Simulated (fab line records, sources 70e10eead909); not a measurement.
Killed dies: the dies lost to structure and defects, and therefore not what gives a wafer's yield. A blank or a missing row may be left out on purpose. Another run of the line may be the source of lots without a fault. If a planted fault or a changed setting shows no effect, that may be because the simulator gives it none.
Problem report, 8D (eight disciplines) form, completed by code + flow nandHarc + the parts of the form that need people (team, actions taken, sign-off) are left out

1. PROBLEM STATEMENT
At NHARC_A_ONON_D1_THK_MEAS_14, thkNm averages 1464 nm over 6 wafers from 2 lots, while fault-free wafers read 1001 nm, standard deviation 7.6. Measured from the usual mean, that is +61 standard deviations.
The step: measures by ellipsometry.
Seen first at day 12 08:34 on filmMetro-01, wafer L659.1. Wafers with a number at this step in the record: 42, from 14 lots. By rule, "out" or "out of limits" means more than 4 standard deviations away from the usual mean. The other wafers with a number count as sound.

2. WHAT IT IS AND WHAT IT IS NOT
| question                    | is                         | is not                                                                 |
|-----------------------------|----------------------------|------------------------------------------------------------------------|
| which readings at this step | thkNm                      | -                                                                      |
| which lots                  | L659, L661                 | L642, L643, L644, L646, L647, L648, L649, L650, L652, L653, L656, L663 |
| which wafers of those lots  | all that have a number     | -                                                                      |
| read on which gauges        | filmMetro-01, filmMetro-02 | -                                                                      |
| when                        | from day 12 08:34          | up to then (33 sound wafers); but 3 sound wafers of L663 came after    |

3. SUSPECTS, AND WHAT RULES EACH OUT
Counting: a tool at a process step up to the reading stays a suspect if it ran every lot that is out and no sound lot after the first of them.
- the gauge at NHARC_A_ONON_D1_THK_MEAS_14: ruled out. Those wafers that are out were read across 2 gauges (filmMetro-01, filmMetro-02).
- pecvdOnon-03 at NHARC_A_ONON_D1_DEP_12 (target thk 1000 nm): kept. Every lot that is out went through it, starting with L659 (day 12 08:03), and after that it ran no sound lot; the last sound lot it ran before then is L656 (day 11 20:59).
Left after counting: pecvdOnon-03 at NHARC_A_ONON_D1_DEP_12.

4. THE CAUSE (what the simulator had put in)
pecvdOnon-03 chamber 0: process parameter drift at NHARC_A_ONON_D1_DEP_12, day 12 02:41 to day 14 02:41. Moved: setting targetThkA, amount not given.
The count eliminated every tool but this one.

5. SEQUENCE OF EFFECTS, ordered by route
Each row: a reading whose mean over the struck wafers that have a number lies more than 3 standard deviations from the usual. Scope: only readings with a usual standard deviation given in the record; hours: median across lots of the time from each lot's start at the first step in this table that gives one to its start at this step; sigmas: change in usual standard deviations.
| hours | step                        | reading       | usual   | on struck wafers | change | sigmas |
|-------|-----------------------------|---------------|---------|------------------|--------|--------|
| 0     | NHARC_A_ONON_D1_THK_MEAS_14 | thkNm         | 1001 nm | 1464             | +464   | +61    |
| 299   | NHARC_END_SORT_01           | killedAtArray | 29      | 673              | +644   | +64    |
| 299   | NHARC_END_SORT_01           | killedDies    | 33      | 677              | +644   | +59    |

6. HOW IT WOULD HAVE BEEN CAUGHT EARLIER
The first out-of-limits reading at a measuring or inspecting step in this record came at day 12 08:34, 6 hours after the fault's start at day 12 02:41.
No tool reading at NHARC_A_ONON_D1_DEP_12 that has a usual standard deviation in the record was out on any struck wafer, so an alarm limit of 4 standard deviations on those readings would not have fired.
Of the lots that are out (2), L661 began NHARC_A_ONON_D1_DEP_12 on pecvdOnon-03 after day 12 08:34. It would have been spared by a hold on the tool at that moment.
